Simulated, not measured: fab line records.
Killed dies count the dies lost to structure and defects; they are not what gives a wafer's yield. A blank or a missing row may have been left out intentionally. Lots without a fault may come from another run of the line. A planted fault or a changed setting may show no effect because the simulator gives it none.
Chamber matching :: flow nandHarc :: rieSi-03 running NHARC_P_STI_ETCH_15: 4 sister chambers
The step etches the open film in HBr/Cl2, target depth 300 nm, time 100.1 s. 8 wafers are shown with their chamber, then 7 later ones without.

== WAFERS WITH THEIR CHAMBER ==
wafer: L719.3
chamber: 3
throttleValvePct (%): 26.398
oesProductAu (a.u.): 0.999

wafer: L723.1
chamber: 0
throttleValvePct (%): 26.414
oesProductAu (a.u.): 1.001

wafer: L723.6
chamber: 1
throttleValvePct (%): 26.385
oesProductAu (a.u.): 1.016

wafer: L731.2
chamber: 1
throttleValvePct (%): 26.414
oesProductAu (a.u.): 1.010

wafer: L731.4
chamber: 2
throttleValvePct (%): 26.393
oesProductAu (a.u.): 0.994

wafer: L731.6
chamber: 3
throttleValvePct (%): 26.409
oesProductAu (a.u.): 0.995

wafer: L736.3
chamber: 2
throttleValvePct (%): 26.389
oesProductAu (a.u.): 0.983

wafer: L736.5
chamber: 0
throttleValvePct (%): 26.416
oesProductAu (a.u.): 0.981

== WAFERS WITH NO CHAMBER GIVEN ==
wafer: L736.6
throttleValvePct (%): 26.403
oesProductAu (a.u.): 1.006

wafer: L737.1
throttleValvePct (%): 26.398
oesProductAu (a.u.): 1.021

wafer: L737.2
throttleValvePct (%): 26.423
oesProductAu (a.u.): 0.999

wafer: L737.6
throttleValvePct (%): 26.402
oesProductAu (a.u.): 1.022

wafer: L739.3
throttleValvePct (%): 26.410
oesProductAu (a.u.): 1.010

wafer: L739.4
throttleValvePct (%): 26.403
oesProductAu (a.u.): 0.991

wafer: L739.6
throttleValvePct (%): 26.392
oesProductAu (a.u.): 0.996

== CHAMBER TAKEN BY EACH ==
wafer: L736.6
from the rows above: can't be placed: 1 or 3 or 0 or 2
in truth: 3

wafer: L737.1
from the rows above: can't be placed: 1 or 3
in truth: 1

wafer: L737.2
from the rows above: can't be placed: 0 or 3 or 1 or 2
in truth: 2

wafer: L737.6
from the rows above: can't be placed: 1 or 3
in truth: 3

wafer: L739.3
from the rows above: can't be placed: 1 or 3 or 0
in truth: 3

wafer: L739.4
from the rows above: can't be placed: 3 or 0 or 2 or 1
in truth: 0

wafer: L739.6
from the rows above: can't be placed: 2 or 3 or 1 or 0
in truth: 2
Placed correctly: 0 of 7. From these rows, 7 cannot be placed; in 7 the true chamber is one of the candidates. Number placed wrongly: 0.
How it was worked out, from the rows above alone: a wafer's distance from a chamber is the root of the sum, over the readings, of the square of ((its reading less the chamber's mean) divided by the reading's scatter). The wafer belongs to the nearest chamber; if the next one is less than 2 further off, it can't be placed. A chamber's mean is the mean of its shown wafers. The scatter is the square root of a quotient: the sum, over the shown wafers, of each reading's squared deviation from its chamber's mean, divided by wafers minus chambers.
